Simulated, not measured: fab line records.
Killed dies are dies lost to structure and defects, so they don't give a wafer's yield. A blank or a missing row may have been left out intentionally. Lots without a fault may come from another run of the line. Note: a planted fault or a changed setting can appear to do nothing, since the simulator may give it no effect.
fab line records    flow n5Finfet
record lots=6  wafers=18  lastDay=17
route steps=1938 shown BEOL_M10@1488
lots that met no fault: from a run of the same line without faults
startH: hours from the record's first day to the start of the lot's first wafer shown    waitH: how many hours have passed since the lot's step before this one    " as in the row above    L1.1+2: a row that stands for several wafers    - no value, or no start was given    * or withheld: withheld    < > ~ a bound
route shown NAME@n: names a module that has steps shown in the file, with the first one's number in the route    usual: the fault-free wafers' mean and standard deviation    same: alike in all rows    chamber/n: place in a boat    sites: the reading at each site    _std_site: the values' standard deviation    _edge_site: the outer-site mean with the inner-site mean subtracted    radiusMm: how far each site lies from the wafer's centre    mask NAME#n: copy n    behind: the last tool/chamber to shape the wafer    hold: reason for holding the lot/hours on hold/outcome of the hold    device: which transistor (n, p or np) failed to switch    end of line: tests run on the same wafers once the route is complete    a step with no rows: only its recipe    killed: the dies lost at the first sort to structure and to defects; this is not the yield of the wafer    map: the dies of a wafer, with x for killed, . for not killed, _ for no die there
set.NAME: the setting the step ran with; set.NAME@STEP: the setting that earlier step ran with    model.NAME: the simulator's own value behind a step, which no gauge read
a table for each step, a row for each wafer; lots at some steps of the route
services: the hour from which a tool's chamber was out of use, counted from the record's first day as startH (under 0 if before that day), plus the number of hours and why
## steps
# step N5_BEOL_M10_ETCH_62
# recipe chemistry=N2/H2  target=SOC  targetDepthA=1100  overetchA=220  maskMaterial=SiARC  tempC=40  timeS=165  ionEnergyEv=200  pressureMtorr=30  sourceW=840  biasW=150  n2FlowSccm=200  h2FlowSccm=200
# usual drypumpMotorCurrentA=5.7/0.39  oesProductAu=0.66/0.062  rfVppV=524.2/2.7  showerheadPlenumPTorr=2.55/0.096  tempC=40.00/0.12  throttleValvePct=17.85/0.19
# same timeS=165
lot.wafer  tool        chamber  startH  waitH  drypumpMotorCurrentA  oesProductAu  rfHoursCounterH  rfVppV  showerheadPlenumPTorr  tempC  throttleValvePct
L199.3     rieDiel-06  1        238.86  0.0    5.7                   0.78          15               530.5   2.71                   39.95  17.77
L199.5     "           0        "       "      6.0                   0.61          -                521.4   2.41                   40.03  18.14
L199.6     "           1        "       "      5.7                   0.78          -                528.1   2.71                   40.09  17.75
L203.1     rieDiel-01  0        265.67  0.0    6.5                   0.71          63               527.1   2.70                   39.98  17.65
L203.3     "           3        "       "      5.4                   0.66          112              523.7   2.55                   39.96  17.90
L203.6     "           1        "       "      5.3                   0.61          -                524.2   2.51                   39.90  18.14
L212.1     rieDiel-06  1        321.08  0.0    5.7                   0.74          43               528.1   2.69                   40.00  17.81
L212.5     "           1        "       "      5.7                   0.74          -                527.6   2.69                   39.82  17.82
L212.6     "           2        "       "      5.3                   0.69          -                524.1   2.56                   39.97  17.68
L213.1     rieDiel-01  2        321.86  0.0    5.3                   0.71          59               525.2   2.58                   39.96  17.86
L213.2     "           3        "       "      5.4                   0.66          129              524.0   2.54                   40.07  17.92
L213.6     "           1        "       "      5.4                   0.59          -                523.6   2.51                   39.90  18.18
L217.1     rieDiel-04  1        339.07  0.0    5.5                   0.78          19               525.4   2.61                   39.95  17.88
L217.2     "           2        "       "      5.5                   0.59          231              521.8   2.51                   40.16  18.08
L217.3     "           3        "       "      6.1                   0.59          218              519.8   2.40                   39.85  17.68
L219.1     rieDiel-01  2        345.65  0.0    5.3                   0.71          65               523.9   2.58                   40.06  17.87
L219.2     "           0        "       "      6.5                   0.69          93               527.9   2.69                   40.00  17.67
L219.3     "           3        "       "      5.4                   0.64          139              523.3   2.54                   40.08  17.95
# step N5_BEOL_M10_STRIP_68
# recipe chemistry=N2/H2  tempC=40  n2FlowSccm=200  h2FlowSccm=200  rfFrequencyHz=6e+07
# step N5_BEOL_M10_STRIP_67
# recipe chemistry=CF4  resist=SiARC  powerW=300  biasPowerW=75  pressureMtorr=50  cf4FlowSccm=150  rfFrequencyHz=6e+07
# usual drypumpMotorCurrentA=5.7/0.39  oesProductAu=0.78/0.073  rfVppV=271.2/1.6  showerheadPlenumPTorr=1.80/0.056  throttleValvePct=13.62/0.26
lot.wafer  tool        chamber  startH  waitH  drypumpMotorCurrentA  oesProductAu  rfHoursCounterH  rfVppV  showerheadPlenumPTorr  throttleValvePct
L199.3     rieDiel-06  1        239.01  0.0    5.7                   0.94          15               274.9   1.90                   13.43
L199.5     "           0        "       "      6.0                   0.72          -                269.8   1.72                   14.09
L199.6     "           1        "       "      5.7                   0.93          -                273.2   1.90                   13.43
L203.1     rieDiel-01  0        265.81  0.0    6.5                   0.85          63               273.3   1.88                   13.26
L203.3     "           3        "       "      5.4                   0.79          112              271.4   1.82                   13.81
L203.6     "           1        "       "      5.3                   0.72          -                271.0   1.78                   13.93
L212.1     rieDiel-06  1        321.23  0.0    5.7                   0.87          44               273.4   1.89                   13.49
L212.5     "           1        "       "      5.7                   0.87          -                273.4   1.89                   13.50
L212.6     "           2        "       "      5.3                   0.81          -                271.7   1.80                   13.41
L213.1     rieDiel-01  2        322.01  0.0    5.3                   0.84          59               272.0   1.83                   13.57
L213.2     "           3        "       "      5.4                   0.77          129              269.9   1.82                   13.85
L213.6     "           1        "       "      5.4                   0.70          -                269.0   1.77                   13.98
L217.1     rieDiel-04  1        339.22  0.0    5.5                   0.91          19               273.9   1.83                   13.54
L217.2     "           2        "       "      5.5                   0.69          231              270.8   1.78                   13.92
L217.3     "           3        "       "      6.1                   0.70          218              269.2   1.72                   13.59
L219.1     rieDiel-01  2        345.79  0.0    5.3                   0.83          65               271.6   1.83                   13.61
L219.2     "           0        "       "      6.5                   0.82          93               273.8   1.87                   13.34
L219.3     "           3        "       "      5.4                   0.77          139              272.1   1.81                   13.85
# step N5_BEOL_M10_HM_OPEN_17
# recipe chemistry=Cl2/BCl3  targetDepthA=200  overetchA=60  target=TiN  maskMaterial=SOC  ionEnergyEv=150  pressureMtorr=10  icpW=1000  biasW=126  Cl2_flow_sccm=53.25  bcl3FlowSccm=21.75  Ar_flow_sccm=25
# usual drypumpMotorCurrentA=5.69/0.17  heBacksideLeakSccm=3.33/0.15  oesProductAu=0.62/0.047  throttleValvePct=22.04/0.17
lot.wafer  tool         chamber  startH  waitH  drypumpMotorCurrentA  heBacksideLeakSccm  oesProductAu  rfHoursCounterH  throttleValvePct
L199.3     rieMetal-02  1        239.17  0.1    5.85                  3.11                0.59          -                22.25
L199.5     "            0        "       "      5.87                  3.25                0.69          -                22.21
L199.6     "            1        "       "      5.85                  3.18                0.59          -                22.24
L203.1     rieMetal-03  1        265.86  0.0    5.38                  3.51                0.70          31               21.96
L203.3     "            1        "       "      5.38                  3.65                0.70          -                21.98
L203.6     "            0        "       "      5.97                  3.50                0.71          -                22.06
L212.1     rieMetal-01  0        321.27  0.0    5.54                  3.19                0.60          75               21.78
L212.5     "            1        "       "      5.62                  3.41                0.59          -                22.02
L212.6     "            0        "       "      5.54                  3.48                0.59          -                21.80
L213.1     rieMetal-02  0        322.05  0.0    5.85                  3.33                0.68          37               22.23
L213.2     "            1        "       "      5.86                  3.30                0.59          82               22.25
L213.6     "            0        "       "      5.87                  3.37                0.68          -                22.22
L217.1     rieMetal-03  0        339.26  0.0    5.98                  3.47                0.68          31               22.07
L217.2     "            1        "       "      5.41                  3.36                0.68          37               22.00
L217.3     "            1        "       "      5.40                  3.55                0.67          -                22.00
L219.1     rieMetal-02  1        345.83  0.0    5.86                  3.27                0.57          85               22.27
L219.2     "            0        "       "      5.81                  3.23                0.66          40               22.24
L219.3     "            1        "       "      5.84                  3.24                0.57          -                22.26
# step N5_BEOL_M10_STRIP_19
# recipe chemistry=O2  powerW=400  tempC=40  pressureMtorr=30  rfFrequencyHz=6e+07  biasPowerW=0  overashFraction=0.2  o2FlowSccm=225
# usual drypumpMotorCurrentA=5.7/0.35  oesProductAu=0.77/0.087  rfVppV=3.6/0.65  showerheadPlenumPTorr=2.09/0.064  tempC=39.99/0.11  throttleValvePct=16.72/0.23
lot.wafer  tool        chamber  startH  waitH  drypumpMotorCurrentA  oesProductAu  rfHoursCounterH  rfVppV  showerheadPlenumPTorr  tempC  throttleValvePct
L199.3     rieDiel-06  0        239.25  0.1    6.0                   0.72          209              4.4     2.01                   39.81  17.20
L199.5     "           3        "       "      6.0                   0.75          -                2.5     2.09                   39.90  16.56
L199.6     "           2        "       "      5.3                   0.87          -                2.7     2.12                   40.10  16.47
L203.1     rieDiel-04  0        265.98  0.1    5.9                   0.71          176              4.5     2.02                   40.22  16.61
L203.3     "           2        "       "      5.6                   0.70          205              3.7     2.10                   39.95  16.99
L203.6     "           0        "       "      5.9                   0.71          -                2.6     2.02                   39.93  16.63
L212.1     rieDiel-01  2        321.38  0.1    5.3                   0.83          59               4.3     2.12                   39.98  16.64
L212.5     "           1        "       "      5.4                   0.69          -                4.2     2.05                   39.79  16.96
L212.6     "           0        "       "      6.5                   0.83          -                2.6     2.20                   40.08  16.36
L213.1     rieDiel-06  1        322.16  0.1    5.7                   0.88          44               4.3     2.21                   40.11  16.59
L213.2     "           3        "       "      6.0                   0.73          160              3.5     2.08                   39.94  16.63
L213.6     "           3        "       "      6.0                   0.73          -                2.7     2.08                   40.08  16.60
L217.1     rieDiel-04  3        339.56  0.3    6.1                   0.71          218              4.8     2.00                   40.02  16.60
L217.2     "           0        "       "      5.8                   0.70          204              4.4     2.01                   39.83  16.68
L217.3     "           2        "       "      5.5                   0.68          231              3.1     2.09                   40.05  17.02
L219.1     rieDiel-04  1        345.94  0.1    5.6                   0.90          22               4.4     2.14                   39.90  16.72
L219.2     "           0        "       "      5.8                   0.69          207              4.1     2.01                   39.81  16.68
L219.3     "           2        "       "      5.6                   0.68          234              4.4     2.09                   40.00  17.03
# step N5_BEOL_M10_CD_MEAS_18
# recipe pitchNm=140  targetCdNm=70
# usual cdNm=69.9/0.69
lot.wafer  tool      chamber  startH  waitH  cdNm
L199.3     cdSem-01  -        239.32  0.1    69.3
L199.5     "         -        "       "      69.8
L199.6     "         -        "       "      69.8
L203.1     cdSem-02  -        266.05  0.0    69.7
L203.3     "         -        "       "      70.9
L203.6     "         -        "       "      69.5
L212.1     cdSem-03  -        321.45  0.0    69.4
L212.5     "         -        "       "      68.5
L212.6     "         -        "       "      70.0
L213.1     cdSem-02  -        322.23  0.0    68.4
L213.2     "         -        "       "      69.2
L213.6     "         -        "       "      69.2
L217.1     cdSem-02  -        339.63  0.0    69.6
L217.2     "         -        "       "      69.0
L217.3     "         -        "       "      70.1
L219.1     cdSem-03  -        346.01  0.0    68.6
L219.2     "         -        "       "      68.9
L219.3     "         -        "       "      69.1
# step N5_BEOL_M10_COAT_63
# recipe resist=SOC  tempC=250  timeS=60  spinRpm=1500  resistThkNm=100
# step N5_BEOL_M10_COAT_64
# recipe resist=SiARC  tempC=220  timeS=60  spinRpm=1500  resistThkNm=30
# step N5_BEOL_M10_COAT_22
# recipe resist=CAR-ArF  spinRpm=1500  resistThkNm=90
# step N5_BEOL_M10_EBR_24
# recipe solvent=PGMEA  ebrWidthMm=1.5
# step N5_BEOL_M10_SOFTBAKE_23
# recipe tempC=110  timeS=60  resist=CAR-ArF
# step N5_BEOL_M10_EXPOSE_25
# recipe maskId=V9  na=1.35  sourceShape=annular  sigmaInner=0.5  sigmaOuter=0.8  polarization=unpolarized  doseMj=85.5
# step N5_BEOL_M10_PEB_26
# recipe pebTempC=withheld  pebTimeS=60  resist=CAR-ArF
# usual chillPlateTempC=22.99/0.094  exhaustPa=45.0/0.83
lot.wafer  tool           chamber  startH  waitH  chillPlateTempC  exhaustPa
L199.3     lithoTrack-03  0        239.66  0.0    23.05            45.8
L199.5     "              0        "       "      23.09            45.7
L199.6     "              0        "       "      22.84            47.2
L203.1     lithoTrack-02  0        267.78  0.1    23.00            43.8
L203.3     "              0        "       "      22.97            43.8
L203.6     "              0        "       "      23.02            44.9
L213.1     lithoTrack-03  -        323.72  0.1    -                -
L213.2     "              -        "       "      -                -
L213.6     "              -        "       "      -                -
L212.1     lithoTrack-02  -        323.89  0.1    -                -
L212.5     "              -        "       "      -                -
L212.6     "              -        "       "      -                -
L217.1     lithoTrack-03  0        340.00  0.1    22.89            44.7
L217.2     "              0        "       "      22.93            45.0
L217.3     "              0        "       "      22.93            45.1
L219.1     lithoTrack-04  0        349.79  0.1    22.95            45.2
L219.2     "              0        "       "      22.98            44.7
L219.3     "              0        "       "      22.97            44.3
# step N5_BEOL_M10_DEVELOP_27
# recipe developTimeS=30  developer=TMAH  resist=CAR-ArF  rinseLiquid=diw  dry=airSpin  devTempC=23
## services
tool         chamber  startH  hours  kind
rieDiel-04   3        231.06  9.3    repair
rieDiel-04   2        245.90  6.5    repair
rieDiel-04   1        252.68  -      clean
rieDiel-04   1        252.68  -      consumableReplace:focusRing
rieDiel-04   1        252.68  16.5   scheduledDown
rieDiel-04   1        252.68  16.5   ventCycle
rieMetal-01  0        257.98  2.9    repair
rieMetal-02  -        302.98  1.2    repair
rieDiel-04   1        315.54  14.6   repair
rieMetal-01  0        321.92  5.9    repair
rieDiel-01   1        330.89  -      clean
rieDiel-01   1        330.89  -      consumableReplace:focusRing
rieDiel-01   1        330.89  15.4   scheduledDown
rieDiel-01   1        330.89  15.4   ventCycle
rieDiel-01   -        345.81  4.3    pm
## key
firstSign step=N5_BEOL_M10_PEB_26  reading=toolRecord  direction=missing
effect none on later readings
metAt N5_BEOL_M10_PEB_26
struckWafers L212.1,L212.5,L212.6,L213.1,L213.2,L213.6
laterRowsLeftOut L212.1,L212.5,L212.6,L213.1,L213.2,L213.6
sortLeftOut L212.1,L212.5,L212.6,L213.1,L213.2,L213.6
onsetBetween 267.78 323.72
fault kind=skippedStepWhole  tool=lithoTrack-02,lithoTrack-03  chamber=-  onsetH=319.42  steps=N5_BEOL_M10_PEB_26  scope=struckLotsOnly
# sortLeftOut: the simulated sort isn't trusted on such a fault, so these wafers' sort isn't shown, and their yield isn't known
# laterRowsLeftOut: the simulator's readings of these wafers behind a module that went badly wrong aren't trusted and aren't shown, but for the sort
